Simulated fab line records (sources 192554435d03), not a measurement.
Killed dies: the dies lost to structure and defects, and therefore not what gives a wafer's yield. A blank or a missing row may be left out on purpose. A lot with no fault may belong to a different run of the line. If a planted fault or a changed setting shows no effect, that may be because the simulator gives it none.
Comparing a struck lot with a sound one / flow n5-finfet / 23 steps out of a route of 1938
Sound: wafers L338.1, L338.4, L338.6. Struck: wafer L327.6 (left out: L327.1, a lot-mate that was not struck); the cause follows at the end.
Each step with rows lists, per side, the tool, then ch with its chambers, then its first start. Under that, the readings that differ: sound wafers / struck wafers / difference of the means / sigmas: that difference in standard deviations of wafers without a fault.
alike: readings with means less than 2 such deviations apart, plus words and numbers identical on both sides. not compared: withheld readings, readings lacking a value on some wafer, bounds such as >300 that could conceal the same value, and numbers that have no deviation in the record and whose values overlap.
Wherever a step has rows on one side only, a row that says differs or no value, or a row with sigmas, the two part there. Numbers that have no deviation but don't overlap get no sigmas and don't part them. Lack of a reading on every wafer of one side parts them only where that side has two or more wafers.

first, 10 steps without rows for these wafers: N5_SD_EPI_N_PRECLEAN_24 (cleans in O3/DIW, time 60 s); N5_SD_EPI_N_SRD_25 (time 30 s); N5_SD_EPI_N_PRECLEAN_49 (cleans in NF3:NH3, afs cycles 1, time 20 s, sublimation time 60 s); N5_SD_EPI_N_LINER_46 (material SiNx, target thk 3 nm); N5_SD_EPI_P_COAT_34 (time 60 s, resist thk 350 nm); N5_SD_EPI_P_COAT_35 (time 60 s, resist thk 35 nm); N5_SD_EPI_P_COAT_03 (resist thk 150 nm); N5_SD_EPI_P_EBR_05; N5_SD_EPI_P_SOFTBAKE_04 (time 60 s); N5_SD_EPI_P_EXPOSE_06 (exposes mask SD P BLK, target cd 240 nm).
N5_SD_EPI_P_PEB_07: peb time 60 s.
  sound on litho-track-02 ch 0, day 9 02:26; struck on litho-track-03 ch 0, day 6 04:41
then, 1 step without rows for these wafers: N5_SD_EPI_P_DEVELOP_08 (develop time 30 s).
N5_SD_EPI_P_CD_MEAS_09 targets a cd of 240 nm.
  sound on cd-sem-03 ch 0, day 9 02:29; struck on cd-sem-01 ch 0, day 6 04:44
reading=cd-nm (nm); sound=240.3 239.9 240.1; struck=247.7; difference=+7.6; sigmas=+9
N5_SD_EPI_P_DESCUM_14: chemistry O2, time 7.9 s.
  sound on rie-diel-03 ch 1,3, day 9 02:41; struck on rie-diel-03 ch 3, day 6 04:50
reading=model.SD_EPI_P.cd-nm (nm); sound=240.4 240.2 240.6; struck=248.2; difference=+7.8; sigmas=
  alike: drypump-motor-current-A, oes-product-au, rf-vpp-V, showerhead-plenum-p-Torr, throttle-valve-pct
  not compared: rf-hours-counter-h
then, 7 steps without rows for these wafers: N5_SD_EPI_P_ETCH_36 (etches SiARC in CF4, target depth 45.5 nm, time 75.8 s); N5_SD_EPI_P_ETCH_37 (etches SOC in N2/H2, overetch 108 nm, time 486 s); N5_SD_EPI_P_STRIP_38 (strips in N2/H2); N5_SD_EPI_P_ETCHBACK_46 (etches SiNx in CH3F/O2, stops on SiO2, target depth 17.5 nm); N5_SD_EPI_P_ETCH_47 (etches SiOCN in CH3F/O2, target depth 25 nm); N5_SD_EPI_P_ETCH_16 (etches SiO2 in CHF3/O2, target depth 5 nm); N5_SD_EPI_P_STRIP_50 (strips in CHF3/O2).
N5_SD_EPI_P_SD_RECESS_17: chemistry HBr/Cl2/O2, target depth 39.1 nm, bt time 3 s.
  sound on rie-si-05 ch 1,2,3, day 9 03:23; struck on rie-si-01 ch 0, day 6 05:31
reading=oes-product-au (a.u.); sound=0.986 0.998 0.975; struck=1.015; difference=+0.029; sigmas=+2
reading=model.SD_EPI_P.cd-nm (nm); sound=241.6 238.6 237.8; struck=245.8; difference=+6.5; sigmas=
  alike: drypump-motor-current-A, throttle-valve-pct
  not compared: rf-hours-counter-h
then, 1 step without rows for these wafers: N5_SD_EPI_P_WET_ETCH_45 (etches SiO2 in dHF, time 10.7 s, target depth 2 nm, rinse time 30 s).

== WHERE THEY PART ==
At N5_SD_EPI_P_CD_MEAS_09 first; at N5_SD_EPI_P_SD_RECESS_17 last (within this record only).

WHY: the cause the simulator had injected
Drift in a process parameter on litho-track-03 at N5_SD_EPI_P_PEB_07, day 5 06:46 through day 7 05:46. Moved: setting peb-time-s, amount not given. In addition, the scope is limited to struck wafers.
